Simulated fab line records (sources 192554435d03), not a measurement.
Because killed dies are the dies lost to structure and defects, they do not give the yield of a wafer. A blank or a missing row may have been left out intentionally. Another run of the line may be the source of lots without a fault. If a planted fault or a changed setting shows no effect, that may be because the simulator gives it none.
fab line records	flow n5-finfet
record lots=5	wafers=15	last-day=19
route steps=1938 shown FIN_SAQP@126 BEOL_M4@1111
lots that met no fault: taken from a fault-free run of the same line
start-h: hours from the record's opening day to when the first of the lot's shown wafers began	wait-h: hours from the lot's prior step to this one	" as in the row above	L1.1+2: a single row standing in for several wafers	- value missing, or start not given	* or withheld: withheld	< > ~ a bound
route shown NAME@n: NAME is a module with steps in the file, n the number in the route of the first one	usual: average and standard deviation across the fault-free wafers	same: alike in all rows	chamber/n: place in a boat	sites: per-site readings	_std_site: how widely they spread, as a standard deviation	_edge_site: outer sites' mean less inner sites'	radius-mm: for every site, how far away it sits from the centre of the wafer	mask NAME#n: copy n	behind: the last tool/chamber to shape the wafer	hold: why the lot was held/for how many hours/how that ended	device: names the non-switching transistor (n, p or np)	end of line: tests run on the same wafers once the route is complete	for a step that has no rows: nothing shown but its recipe	killed: at the first sort, the dies lost to defects and structure; wafer yield is something else	map: shows each die of a wafer: x if killed, . if not, _ if none is there
set.NAME: setting as actually run; set.NAME@STEP: the setting as run at that earlier step	model.NAME: the simulator's own value behind a step, which no gauge read
a table for each step, a row for each wafer; lots at some steps of the route
services: a tool's chamber out of use, with start hour (start-h, from the record's first day; less than 0 if before it), hours out, and reason
## steps
# step N5_FIN_SAQP_SPACER1_ETCHBACK_25
# recipe chemistry=CHF3/O2	mode=anisotropic-etchback	target=SiO2	target-depth-a=244	time-s=12.2	pressure-mtorr=30	source-w=650	bias-w=170	Ar_flow_sccm=200	CHF3_flow_sccm=50	O2_flow_sccm=5	ion-energy-ev=200
# step N5_FIN_SAQP_MANDREL1_REMOVE_56
# recipe chemistry=HBr/Cl2/O2	bt-time-s=10	target=a-Si	stop-on=SiNx	endpoint=OES-SiCl	over-etch-frac=1	icp-w=600	bias-w=22	HBr_flow_sccm=150	Cl2_flow_sccm=80	O2_flow_sccm=5	pressure-mtorr=10
# step N5_FIN_SAQP_CD_MEAS_27
# recipe target-cd-nm=20	landing-energy-ev=1000	detector=se-inlens	polarity=line
# usual cd-nm=20.29/0.21
lot.wafer	tool	chamber	start-h	wait-h	cd-nm
L662.3	cd-sem-03	0	37.56	0.1	20.32
L662.4	"	0	"	"	20.07
L662.6	"	0	"	"	20.28
L666.1	cd-sem-01	0	59.80	0.1	20.66
L666.2	"	0	"	"	20.28
L666.4	"	0	"	"	20.14
L679.1	cd-sem-01	0	138.54	0.1	20.04
L679.3	"	0	"	"	20.47
L679.5	"	0	"	"	20.12
L680.1	cd-sem-03	0	144.68	0.1	20.26
L680.3	"	0	"	"	20.66
L680.4	"	0	"	"	20.57
L682.2	cd-sem-02	0	156.38	0.1	20.44
L682.5	"	0	"	"	20.36
L682.6	"	0	"	"	20.51
# step N5_FIN_SAQP_ETCH_57
# recipe chemistry=CH3F/O2	target=SiNx	mask-material=SiO2	target-depth-a=325	time-s=46.4	pressure-mtorr=30	source-w=395	bias-w=73	Ar_flow_sccm=150	CH3F_flow_sccm=30	O2_flow_sccm=20	ion-energy-ev=120	ends=cleared
# step N5_FIN_SAQP_ETCH_65
# recipe chemistry=CF4	target=SiO2	target-depth-a=40	ion-energy-ev=350	time-s=4.4	pressure-mtorr=10	icp-w=800	bias-w=400	cf4-flow-sccm=80
# usual chamber-pressure-mTorr=9.998/0.009	drypump-motor-current-A=5.8/0.48	oes-product-au=1.009/0.019	throttle-valve-pct=21.76/0.23
lot.wafer	tool	chamber	start-h	wait-h	chamber-pressure-mTorr	drypump-motor-current-A	oes-product-au	rf-hours-counter-h	throttle-valve-pct
L662.3	rie-si-06	0	37.75	0.1	9.989	5.1	1.016	65	21.83
L662.4	"	2	"	"	9.998	6.2	1.026	43	21.73
L662.6	"	1	"	"	9.994	5.3	0.984	-	21.56
L666.1	rie-si-05	2	59.99	0.1	9.999	6.7	0.992	1	21.91
L666.2	"	3	"	"	9.992	6.1	0.989	37	21.61
L666.4	"	1	"	"	9.982	6.0	1.036	98	22.28
L679.1	rie-si-06	2	138.82	0.1	10.005	6.2	1.029	45	21.73
L679.3	"	0	"	"	10.004	5.1	1.019	67	21.83
L679.5	"	1	"	"	10.004	5.4	0.990	-	21.55
L680.1	rie-si-06	0	144.83	0.1	9.995	5.1	1.007	67	21.83
L680.3	"	3	"	"	9.985	5.6	1.003	159	21.74
L680.4	"	2	"	"	10.009	6.1	1.020	45	21.71
L682.2	rie-si-06	0	156.67	0.1	10.008	5.1	1.014	68	21.83
L682.5	"	2	"	"	10.000	6.2	1.019	-	21.72
L682.6	"	1	"	"	9.998	5.4	0.985	-	21.56
# step N5_FIN_SAQP_MANDREL_ETCH_58
# recipe chemistry=HBr/Cl2	target=a-Si	target-depth-a=450	bt-time-s=10	stop-on=SiNx	mask-material=SiO2	over-etch-frac=0.8	time-s=27	pressure-mtorr=10	icp-w=800	bias-w=75	HBr_flow_sccm=150	Cl2_flow_sccm=80	ends=end-point
# usual chamber-pressure-mTorr=10.001/0.0093	drypump-motor-current-A=5.8/0.49	oes-product-au=0.702/0.012	throttle-valve-pct=35.5/0.32
lot.wafer	tool	chamber	start-h	wait-h	chamber-pressure-mTorr	drypump-motor-current-A	oes-product-au	rf-hours-counter-h	throttle-valve-pct
L662.3	rie-si-06	0	37.79	0.0	10.000	5.1	0.692	65	35.7
L662.4	"	2	"	"	9.993	6.1	0.717	43	35.6
L662.6	"	1	"	"	10.004	5.4	0.697	-	35.2
L666.1	rie-si-05	2	60.02	0.0	10.016	6.7	0.700	1	35.9
L666.2	"	3	"	"	9.999	6.1	0.691	37	35.3
L666.4	"	1	"	"	9.995	6.0	0.711	98	36.1
L679.1	rie-si-06	2	138.85	0.0	9.982	6.2	0.712	45	35.6
L679.3	"	0	"	"	10.003	5.1	0.704	67	35.7
L679.5	"	1	"	"	10.013	5.4	0.701	-	35.2
L680.1	rie-si-06	0	144.87	0.0	9.994	5.1	0.703	67	35.7
L680.3	"	3	"	"	9.989	5.6	0.697	159	35.4
L680.4	"	2	"	"	9.987	6.1	0.720	45	35.6
L682.2	rie-si-06	0	156.70	0.0	9.999	5.1	0.693	68	35.7
L682.5	"	2	"	"	9.991	6.2	0.710	-	35.6
L682.6	"	1	"	"	9.991	5.4	0.686	-	35.2
# step N5_FIN_SAQP_RECESS_63
# recipe chemistry=HF/NH3	target=SiO2	target-depth-a=180	afs-cycles=3	temp-c=30	sublimation-temp-c=180	sublimation-time-s=60
# step N5_FIN_SAQP_COAT_68
# recipe resist=SOC	temp-c=250	time-s=60	spin-rpm=1500	resist-thk-nm=100
# step N5_FIN_SAQP_ETCH_69
# recipe chemistry=N2/H2	target=SOC	target-depth-a=1500	stop-on=SiNx	ion-energy-ev=100	bias-w=61	pressure-mtorr=30	source-w=850	n2-flow-sccm=200	h2-flow-sccm=200
# step N5_FIN_SAQP_ETCH_67
# recipe chemistry=CH3F/O2	target=SiNx	target-depth-a=300	mask-material=SOC	pressure-mtorr=30	source-w=395	bias-w=73	Ar_flow_sccm=150	CH3F_flow_sccm=30	O2_flow_sccm=20	ion-energy-ev=120
# step N5_FIN_SAQP_STRIP_70
# recipe chemistry=N2/H2	power-w=500	temp-c=40	pressure-mtorr=50	rf-frequency-hz=6e+07	overash-fraction=0.3	bias-power-w=28	h2-frac=0.5	n2-flow-sccm=300	h2-flow-sccm=300
# step N5_FIN_SAQP_RECESS_71
# recipe chemistry=HF/NH3	target=SiO2	target-depth-a=30	afs-cycles=1	temp-c=30	sublimation-temp-c=180	sublimation-time-s=60
# usual drypump-motor-current-A=5.5/0.53	sublimation-temp-c=180.02/0.15
# same afs-cycles=1
lot.wafer	tool	chamber	start-h	wait-h	drypump-motor-current-A	sublimation-temp-c
L662.3	vapor-etch-02	1	38.52	0.1	6.3	179.75
L662.4	"	0	"	"	5.1	180.09
L662.6	"	1	"	"	6.3	179.93
L666.1	vapor-etch-02	1	60.71	0.0	6.3	180.19
L666.2	"	0	"	"	5.1	179.96
L666.4	"	1	"	"	6.3	179.80
L679.1	vapor-etch-01	1	139.54	0.0	5.5	179.98
L679.3	"	1	"	"	5.5	180.18
L679.5	"	0	"	"	5.1	180.17
L680.1	vapor-etch-01	0	145.57	0.0	5.1	179.96
L680.3	"	1	"	"	5.5	179.80
L680.4	"	0	"	"	5.1	180.00
L682.2	vapor-etch-01	0	157.63	0.0	5.1	180.06
L682.5	"	1	"	"	5.5	180.02
L682.6	"	0	"	"	5.1	179.82
# step N5_FIN_SAQP_SPACER2_ALD_28
# recipe material=SiO2	target-thk-a=81	temp-c=300	ald-precursor-family=BDEAS	ald-co-reactant=O2-plasma	pulse-time-s=1	purge-time-s=2	co-reactant-purge-time-s=2	pressure-torr=2
# usual heater-power-w=467/56	precursor-pulse-height-rel=1.001/0.021	susceptor-temp-C=300.02/0.19
lot.wafer	tool	chamber	start-h	wait-h	heater-power-w	precursor-pulse-height-rel	susceptor-temp-C
L662.3	ald-sin-04	0	38.92	0.4	355	1.003	300.44
L662.4	"	3	"	"	429	0.958	299.91
L662.6	"	0	"	"	374	1.000	300.16
L666.1	ald-sin-04	2	61.80	1.1	489	1.023	299.91
L666.2	"	1	"	"	424	1.036	300.15
L666.4	"	0	"	"	451	0.973	326.53
L679.1	ald-sin-03	1	140.29	0.7	483	0.970	300.45
L679.3	"	0	"	"	482	1.051	299.93
L679.5	"	1	"	"	492	0.994	300.31
L680.1	ald-sin-01	0	145.71	0.1	464	0.991	300.03
L680.3	"	1	"	"	543	1.009	299.93
L680.4	"	3	"	"	543	1.014	300.11
L682.2	ald-sin-04	2	157.78	0.1	523	0.974	299.83
L682.5	"	3	"	"	453	0.993	300.07
L682.6	"	2	"	"	505	1.025	299.72
# step N5_FIN_SAQP_SPACER2_ETCHBACK_29
# recipe chemistry=CHF3/O2	mode=anisotropic-etchback	target=SiO2	target-depth-a=122	time-s=6.1	pressure-mtorr=30	source-w=650	bias-w=170	Ar_flow_sccm=200	CHF3_flow_sccm=50	O2_flow_sccm=5	ion-energy-ev=200
# usual O2_flow_sccm=4.999/0.013	chamber-pressure-mTorr=30.004/0.026	drypump-motor-current-A=5.9/0.51	oes-product-au=0.78/0.083	rf-vpp-V=527/6.3	showerhead-plenum-p-Torr=2.44/0.09	throttle-valve-pct=18.91/0.22
lot.wafer	tool	chamber	start-h	wait-h	O2_flow_sccm	chamber-pressure-mTorr	drypump-motor-current-A	oes-product-au	rf-hours-counter-h	rf-vpp-V	showerhead-plenum-p-Torr	throttle-valve-pct
L662.3	rie-diel-05	2	39.51	0.4	4.986	29.948	5.9	0.74	174	528	2.49	18.63
L662.4	"	2	"	"	4.988	30.049	5.9	0.74	-	529	2.49	18.62
L662.6	"	3	"	"	4.981	30.033	6.4	0.77	-	530	2.52	19.03
L666.1	rie-diel-05	2	62.13	0.2	4.995	29.970	5.9	0.73	186	527	2.49	18.65
L666.2	"	1	"	"	4.975	29.954	4.9	0.97	4	520	2.37	18.63
L666.4	"	3	"	"	5.008	29.998	6.4	0.75	147	529	2.51	19.03
L679.1	rie-diel-05	1	140.62	0.2	4.997	29.989	4.9	0.89	33	521	2.36	18.67
L679.3	"	3	"	"	5.006	29.937	6.4	0.73	174	530	2.50	19.10
L679.5	"	0	"	"	5.006	30.004	5.6	0.76	-	528	2.52	19.00
L680.1	rie-diel-02	3	146.14	0.3	5.001	29.999	5.8	0.84	82	534	2.54	19.05
L680.3	"	0	"	"	4.994	29.994	6.2	0.73	171	537	2.51	18.96
L680.4	"	1	"	"	5.011	30.023	5.0	0.90	25	520	2.35	18.70
L682.2	rie-diel-02	2	158.10	0.2	5.011	30.005	6.1	0.70	242	523	2.28	19.25
L682.5	"	2	"	"	5.018	30.031	6.1	0.70	-	523	2.28	19.27
L682.6	"	1	"	"	5.002	29.945	5.0	0.89	-	520	2.35	18.70
# step N5_FIN_SAQP_MANDREL2_REMOVE_60
# recipe chemistry=HBr/Cl2/O2	bt-time-s=10	target=a-Si	stop-on=SiNx	endpoint=OES-SiCl	over-etch-frac=1	icp-w=600	bias-w=22	HBr_flow_sccm=150	Cl2_flow_sccm=80	O2_flow_sccm=5	pressure-mtorr=10
# step N5_FIN_SAQP_CD_MEAS_31
# recipe target-cd-nm=8	landing-energy-ev=1000	detector=se-inlens	polarity=line
# usual cd-nm=8.05/0.21
lot.wafer	tool	chamber	start-h	wait-h	cd-nm
L662.3	cd-sem-03	0	39.72	0.1	7.91
L662.4	"	0	"	"	8.27
L662.6	"	0	"	"	7.99
L666.1	cd-sem-01	0	62.32	0.1	8.13
L666.2	"	0	"	"	7.94
L666.4	"	0	"	"	7.47
L679.1	cd-sem-03	0	140.82	0.1	7.79
L679.3	"	0	"	"	7.75
L679.5	"	0	"	"	8.19
L680.1	cd-sem-02	0	146.33	0.1	7.79
L680.3	"	0	"	"	8.13
L680.4	"	0	"	"	7.69
L682.2	cd-sem-03	0	158.30	0.1	7.81
L682.5	"	0	"	"	7.87
L682.6	"	0	"	"	7.90
# step N5_FIN_SAQP_HM_OPEN_33
# recipe chemistry=CH3F/O2	target=SiNx	mask-material=SiO2	target-depth-a=494	time-s=70.6	pressure-mtorr=30	source-w=395	bias-w=73	Ar_flow_sccm=150	CH3F_flow_sccm=30	O2_flow_sccm=20	ion-energy-ev=120	ends=cleared
# usual O2_flow_sccm=19.99/0.052	chamber-pressure-mTorr=29.998/0.027	drypump-motor-current-A=5.9/0.48	etch-rf-on-time-s=69.0/1.3	oes-product-au=0.67/0.068	rf-vpp-V=299/3.5	showerhead-plenum-p-Torr=2.03/0.078	throttle-valve-pct=16.37/0.21
lot.wafer	tool	chamber	start-h	wait-h	O2_flow_sccm	chamber-pressure-mTorr	drypump-motor-current-A	etch-rf-on-time-s	oes-product-au	rf-hours-counter-h	rf-vpp-V	showerhead-plenum-p-Torr	throttle-valve-pct	model.FIN_SAQP.cd-nm
L662.3	rie-diel-02	2	39.85	0.1	20.03	29.977	6.1	67.7	0.62	200	298	1.91	16.65	8.2
L662.4	"	3	"	"	20.02	29.990	5.8	69.2	0.77	47	302	2.12	16.37	8.2
L662.6	"	3	"	"	20.06	30.000	5.8	69.2	0.76	-	302	2.12	16.38	8
L666.1	rie-diel-05	2	62.37	0.0	19.98	30.013	5.9	69.3	0.63	186	300	2.07	16.11	8.2
L666.2	"	3	"	"	19.90	29.993	6.4	68.2	0.65	147	300	2.08	16.49	8
L666.4	"	0	"	"	19.95	29.999	5.6	68.9	0.68	85	300	2.11	16.38	7.8
L679.1	rie-diel-03	1	140.87	0.0	20.00	29.968	6.7	69.4	0.64	159	300	2.08	16.04	8
L679.3	"	2	"	"	19.95	29.958	5.8	67.6	0.78	13	298	2.13	16.39	8
L679.5	"	2	"	"	20.03	29.993	5.8	69.7	0.79	-	297	2.13	16.38	8
L680.1	rie-diel-02	1	146.50	0.2	20.00	29.994	5.0	71.5	0.76	25	295	1.96	16.16	8
L680.3	"	2	"	"	20.03	30.003	6.1	70.6	0.60	238	297	1.89	16.71	8
L680.4	"	3	"	"	19.92	30.005	5.8	71.1	0.72	83	302	2.11	16.44	8
L682.2	rie-diel-02	3	158.35	0.0	19.85	29.978	5.8	67.3	0.72	87	301	2.11	16.44	8.2
L682.5	"	0	"	"	19.97	29.965	6.2	69.6	0.63	-	303	2.08	16.41	8.2
L682.6	"	3	"	"	19.91	29.992	5.8	67.9	0.72	-	302	2.11	16.47	8.2
# step N5_FIN_SAQP_ETCH_34
# recipe chemistry=C4F6/O2	target=SiO2	target-depth-a=450	time-s=15	ion-energy-ev=250	pressure-mtorr=30	source-w=345	bias-w=185	Ar_flow_sccm=300	C4F6_flow_sccm=10	O2_flow_sccm=10	ends=cleared
# step N5_FIN_SAQP_STRIP_77
# recipe chemistry=N2/H2	time-s=90	power-w=100	temp-c=40	pressure-mtorr=100	rf-frequency-hz=6e+07	bias-power-w=3	n2-flow-sccm=300	h2-flow-sccm=300
# step N5_FIN_SAQP_HM_CD_35
# recipe target-cd-nm=8	polarity=line
# usual cd-nm=8.09/0.23
lot.wafer	tool	chamber	start-h	wait-h	cd-nm
L662.3	cd-sem-03	-	40.07	0.1	8.19
L662.4	"	-	"	"	8.03
L662.6	"	-	"	"	7.71
L666.1	cd-sem-01	-	62.59	0.1	8.31
L666.2	"	-	"	"	8.23
L666.4	"	-	"	"	7.87
L679.1	cd-sem-02	-	141.08	0.1	7.76
L679.3	"	-	"	"	7.79
L679.5	"	-	"	"	7.87
L680.1	cd-sem-03	-	146.71	0.1	7.95
L680.3	"	-	"	"	8.19
L680.4	"	-	"	"	7.62
L682.2	cd-sem-02	-	158.57	0.1	7.90
L682.5	"	-	"	"	8.10
L682.6	"	-	"	"	8.38
# step N5_FIN_SAQP_ETCH_64
# recipe chemistry=CF4	target=SiO2	target-depth-a=15	ion-energy-ev=350	pressure-mtorr=10	icp-w=800	bias-w=400	cf4-flow-sccm=80
# usual chamber-pressure-mTorr=10.000/0.0092	drypump-motor-current-A=5.8/0.49	oes-product-au=1.008/0.021	throttle-valve-pct=21.76/0.24
lot.wafer	tool	chamber	start-h	wait-h	chamber-pressure-mTorr	drypump-motor-current-A	oes-product-au	rf-hours-counter-h	throttle-valve-pct
L662.3	rie-si-06	2	40.11	0.0	10.004	6.1	1.020	43	21.72
L662.4	"	1	"	"	10.015	5.4	0.983	103	21.56
L662.6	"	1	"	"	9.993	5.4	0.983	-	21.55
L666.1	rie-si-06	0	62.64	0.0	9.991	5.1	1.016	66	21.82
L666.2	"	3	"	"	9.999	5.6	1.015	157	21.76
L666.4	"	1	"	"	10.008	5.4	0.982	104	21.55
L679.1	rie-si-06	2	141.13	0.0	10.005	6.2	1.029	45	21.73
L679.3	"	0	"	"	10.003	5.1	1.010	67	21.83
L679.5	"	3	"	"	9.997	5.6	1.010	-	21.75
L680.1	rie-si-04	0	146.76	0.0	9.995	5.8	0.983	24	21.49
L680.3	"	2	"	"	10.002	6.4	1.052	110	22.16
L680.4	"	1	"	"	10.000	5.7	1.028	40	21.56
L682.2	rie-si-05	3	158.61	0.0	10.006	6.1	0.993	39	21.62
L682.5	"	3	"	"	10.013	6.1	0.984	-	21.61
L682.6	"	2	"	"	10.011	6.7	0.987	-	21.90
# step N5_FIN_SAQP_FIN_ETCH_36
# recipe chemistry=HBr/Cl2/O2	target-depth-a=1200	mask-material=SiNx	time-s=50.4	bias-w=102	pressure-mtorr=10	icp-w=800	HBr_flow_sccm=150	Cl2_flow_sccm=80	O2_flow_sccm=12
# usual O2_flow_sccm=12.00/0.035	chamber-pressure-mTorr=9.999/0.0095	drypump-motor-current-A=5.8/0.49	oes-product-au=1.009/0.019	throttle-valve-pct=36.0/0.32
lot.wafer	tool	chamber	start-h	wait-h	O2_flow_sccm	chamber-pressure-mTorr	drypump-motor-current-A	oes-product-au	rf-hours-counter-h	throttle-valve-pct	model.FIN_SAQP.cd-nm
L662.3	rie-si-06	2	40.13	0.0	11.99	10.004	6.1	1.036	43	36.0	8
L662.4	"	1	"	"	12.01	9.992	5.4	1.005	103	35.6	8
L662.6	"	1	"	"	12.04	10.001	5.4	0.993	-	35.6	8.2
L666.1	rie-si-06	0	62.66	0.0	12.01	9.997	5.1	1.015	66	36.1	8.4
L666.2	"	3	"	"	11.97	10.002	5.6	1.026	157	35.8	8.2
L666.4	"	1	"	"	11.95	9.997	5.3	0.989	104	35.7	7.8
L679.1	rie-si-06	2	141.15	0.0	12.02	9.999	6.1	1.016	45	36.0	8
L679.3	"	0	"	"	12.02	10.005	5.1	1.010	67	36.1	8
L679.5	"	3	"	"	11.99	10.018	5.6	1.011	-	35.9	8
L680.1	rie-si-04	0	146.78	0.0	12.10	9.990	5.9	0.988	24	35.7	7.8
L680.3	"	2	"	"	11.96	9.984	6.4	1.037	110	36.5	8
L680.4	"	1	"	"	11.99	9.997	5.8	1.016	40	35.7	8
L682.2	rie-si-05	3	158.63	0.0	11.97	9.997	6.1	1.003	39	35.7	8.2
L682.5	"	3	"	"	11.99	10.006	6.1	0.991	-	35.7	8.2
L682.6	"	2	"	"	12.04	10.010	6.7	0.985	-	36.4	8.4
# step N5_FIN_SAQP_CD_MEAS_37
# recipe target-cd-nm=8	polarity=line
# usual cd-nm=8.13/0.24
lot.wafer	tool	chamber	start-h	wait-h	cd-nm
L662.3	cd-sem-03	-	40.26	0.1	8.00
L662.4	"	-	"	"	8.08
L662.6	"	-	"	"	8.47
L666.1	cd-sem-02	-	62.78	0.1	7.96
L666.2	"	-	"	"	8.26
L666.4	"	-	"	"	7.85
L679.1	cd-sem-02	-	141.27	0.1	8.10
L679.3	"	-	"	"	8.05
L679.5	"	-	"	"	7.76
L680.1	cd-sem-03	-	146.91	0.1	7.68
L680.3	"	-	"	"	8.24
L680.4	"	-	"	"	7.58
L682.2	cd-sem-03	-	158.75	0.1	8.26
L682.5	"	-	"	"	8.24
L682.6	"	-	"	"	8.39
# step N5_BEOL_M4_RC_MEAS_101
# usual DIBL_N=36.4/1.4	DIBL_P=36.4/1.5	IOFF_N=0.156/0.022	IOFF_P=0.210/0.023	ION_N=675/9.1	ION_P=463/5.7	SS_N=71.6/0.45	SS_P=73.3/0.56	VT_N=250/3.1	VT_P=-250.3/2.3
lot.wafer	tool	chamber	start-h	wait-h	DIBL_N[mV/V]	DIBL_P[mV/V]	IOFF_N[nA/um]	IOFF_P[nA/um]	ION_N[uA/um]	ION_P[uA/um]	SS_N[mV/dec]	SS_P[mV/dec]	VT_N[mV]	VT_P[mV]
L662.3	prober-02	0	222.31	0.3	34.3	35.7	0.142	0.197	676	461	71.1	73.2	250	-248.7
L662.4	"	0	"	"	35.4	36.7	0.159	0.208	681	459	71.0	72.6	248	-250.5
L662.6	"	0	"	"	35.1	36.3	0.151	0.209	669	460	70.4	73.2	248	-247.9
L666.1	prober-02	0	229.14	0.0	37.9	36.2	0.180	0.247	684	470	72.6	73.3	247	-248.2
L666.2	"	0	"	"	37.3	34.4	0.163	0.216	680	467	71.3	73.3	251	-248.5
L666.4	"	0	"	"	33.9	30.4	0.103	0.158	657	459	70.7	72.8	255	-251.5
L679.1	prober-02	0	310.96	0.0	34.6	35.7	0.124	0.189	660	465	71.1	72.1	249	-249.2
L679.3	"	0	"	"	34.8	36.3	0.135	0.187	667	463	71.1	72.6	253	-251.5
L679.5	"	0	"	"	34.5	35.2	0.127	0.180	671	460	71.5	72.2	252	-251.7
L680.1	prober-02	0	315.33	0.0	33.9	33.7	0.121	0.188	673	464	70.9	73.8	250	-250.0
L680.3	"	0	"	"	36.1	36.5	0.162	0.218	678	469	72.2	73.7	252	-247.1
L680.4	"	0	"	"	34.8	34.6	0.134	0.194	666	462	70.8	72.9	252	-249.0
L682.2	prober-02	0	327.85	0.2	36.4	37.5	0.167	0.238	683	474	72.1	73.0	249	-248.2
L682.5	"	0	"	"	36.3	37.1	0.158	0.233	688	475	71.7	72.9	250	-246.6
L682.6	"	0	"	"	37.8	37.9	0.193	0.260	685	473	71.9	73.3	245	-248.3
## services
tool	chamber	start-h	hours	kind
rie-si-04	-	18.42	8.1	repair
rie-si-05	3	22.38	6.4	repair
rie-diel-03	0	22.63	6.3	repair
rie-diel-05	1	29.22	-	clean
rie-diel-05	1	29.22	-	consumable-replace:focus-ring
rie-diel-05	1	29.22	22.6	scheduled-down
rie-diel-05	1	29.22	22.6	vent-cycle
rie-diel-03	-	31.94	14.6	pm
rie-diel-03	1	48.64	15.8	repair
rie-diel-02	1	49.54	-	clean
rie-diel-02	1	49.54	-	consumable-replace:focus-ring
rie-diel-02	1	49.54	16.0	scheduled-down
rie-diel-02	1	49.54	16.0	vent-cycle
rie-si-05	-	64.55	15.6	pm
ald-sin-01	2	75.89	7.2	repair
rie-si-05	0	80.15	-	clean
rie-si-06	-	83.31	4.3	pm
ald-sin-04	-	87.09	14.0	pm
rie-diel-03	-	99.11	2.8	pm
ald-sin-01	3	111.50	1.7	repair
ald-sin-01	3	118.03	6.7	repair
rie-diel-02	3	127.94	2.0	repair
vapor-etch-01	-	141.96	0.2	repair
ald-sin-03	2	156.64	36.8	repair
## key
first-sign step=N5_FIN_SAQP_SPACER2_ALD_28	reading=susceptor-temp-C	direction=up	sigmas=99+	usual=*	struck=*
effect none on later readings
model-effect step=N5_FIN_SAQP_HM_OPEN_33	value=FIN_SAQP.cd-nm	without=8.2	struck=7.8
model-effect step=N5_FIN_SAQP_FIN_ETCH_36	value=FIN_SAQP.cd-nm	without=8.2	struck=7.8
met-at N5_FIN_SAQP_SPACER2_ALD_28
struck-wafers L666.4
onset-between 38.92 61.80
fault kind=process-parameter-drift	tool=ald-sin-04	chamber=0	onset-h=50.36	steps=N5_FIN_SAQP_SPACER2_ALD_28	channel=temp-c	offset=*	shape=step	end-h=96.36	acts-in=*	stated=*
